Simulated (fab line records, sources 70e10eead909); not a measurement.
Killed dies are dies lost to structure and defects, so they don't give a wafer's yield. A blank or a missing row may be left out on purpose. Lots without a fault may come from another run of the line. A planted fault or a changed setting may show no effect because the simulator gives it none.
Which tool did it? | flow nand_harc | 13 lots, 39 wafers sampled, at 1 step of a route of 1302

WHAT THE GAUGES READ, wafer by wafer
NHARC_A_M1_INSPECT_27.
lot  | measured     | on                | raw_defect_count
L914 | day 23 04:07 | defect_inspect-01 | 476 553 381
L916 | day 23 15:22 | defect_inspect-01 | 378 484 490
L915 | day 23 19:27 | defect_inspect-01 | 538 635 560
L917 | day 24 07:04 | defect_inspect-01 | 445 341 425
L919 | day 24 12:16 | defect_inspect-02 | 736 656 583
L918 | day 24 13:38 | defect_inspect-02 | 528 522 730
L927 | day 28 14:23 | defect_inspect-01 | 566 511 751
L928 | day 28 23:40 | defect_inspect-02 | 327 523 347
L930 | day 29 21:23 | defect_inspect-02 | 707 567 528
L932 | day 30 19:47 | defect_inspect-02 | 476 511 411
L935 | day 31 19:23 | defect_inspect-02 | 440 476 493
L936 | day 32 10:44 | defect_inspect-01 | 543 434 542
L937 | day 33 10:18 | defect_inspect-01 | 518 453 553

WHICH TOOL RAN EACH LOT (tool, then ch and the chambers of the sampled wafers, then the start)
The record holds no process step before these readings.

WHAT THE TOOLS THEMSELVES READ (means of the sampled wafers that have a number; where no wafer has one, the mark that the record gives instead)
The record holds no such reading with a usual standard deviation.

THE ANSWER, worked out from the rows above alone
Rule: what is usual is taken from the lots themselves. Put in order of their means at a reading, lots are off if they are a third of the lots or fewer, leave a main group of 4 or more, and stand apart from it by a gap of 3 or more times the standard deviation of the main group's means; of several such gaps the widest counts. A main group whose means are all the same, to the digits that the tables above print for the reading, isn't used. A lot without any number at a reading at which 4 lots or more have one is off too. The other lots that the step has rows for count as sound. The gauges are gone through in route order, then the tools' own readings, and for those a lot's mean is taken as printed above. The first step at which some lot is off is used, and at that step the reading that is off furthest; a lot without a number counts as furthest.
No lot is off at any reading shown: from this, nothing can be told.

WHAT THE SIMULATOR HAD PUT IN
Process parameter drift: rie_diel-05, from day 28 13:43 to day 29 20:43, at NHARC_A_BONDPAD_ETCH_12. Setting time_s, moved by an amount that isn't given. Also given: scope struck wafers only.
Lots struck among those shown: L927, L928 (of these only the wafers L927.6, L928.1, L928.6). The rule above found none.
